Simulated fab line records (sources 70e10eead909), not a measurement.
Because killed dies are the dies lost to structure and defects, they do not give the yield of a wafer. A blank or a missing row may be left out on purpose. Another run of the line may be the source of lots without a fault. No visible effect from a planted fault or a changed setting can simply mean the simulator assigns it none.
Matching of chambers -- flow nand harc -- 4 sister chambers for NHARC_A_SGD_CUT_ETCHBACK_24 on rie diel-07
The step etches the open film in CH3F/O2, target depth 50 nm, time 92.857 s. 8 wafers are shown with their chamber, then 9 later ones without.

WAFERS, EACH WITH ITS CHAMBER
wafer,chamber,drypump motor current A (A),rf vpp V (V)
L077.5,2,6.6,246.0
L081.5,0,6.0,242.5
L080.1,2,6.5,244.1
L080.3,0,6.0,244.4
L086.5,1,5.8,242.0
L088.1,3,6.2,242.9
L088.5,3,6.2,243.2
L088.6,1,5.7,242.5

WAFERS MISSING THEIR CHAMBER
wafer,drypump motor current A (A),rf vpp V (V)
L091.2,6.3,244.0
L091.4,5.8,242.7
L091.6,6.3,242.9
L093.3,5.8,242.9
L093.5,6.6,244.0
L093.6,5.8,241.4
L095.1,6.3,241.8
L095.5,6.0,243.0
L095.6,6.3,244.0

THE CHAMBER EACH PASSED THROUGH
wafer,from the rows above,in truth
L091.2,3,3
L091.4,1,1
L091.6,3,3
L093.3,1,1
L093.5,2,2
L093.6,1,1
L095.1,3,3
L095.5,0,0
L095.6,3,3
Correct placement for 9 of the 9. From these rows, 0 cannot be placed. Number placed wrongly: 0.
How it was worked out, from the rows above alone: a wafer's distance from a chamber is the root of the sum, over the readings, of the square of ((its reading less the chamber's mean) divided by the reading's scatter). The wafer belongs to the nearest chamber; if the next one is less than 2 further off, it can't be placed. For every chamber, the mean is computed from those of its wafers that are shown. The scatter: take each reading less its chamber's mean, square it, sum over the shown wafers, divide by the number of wafers less the number of chambers, and take the root.
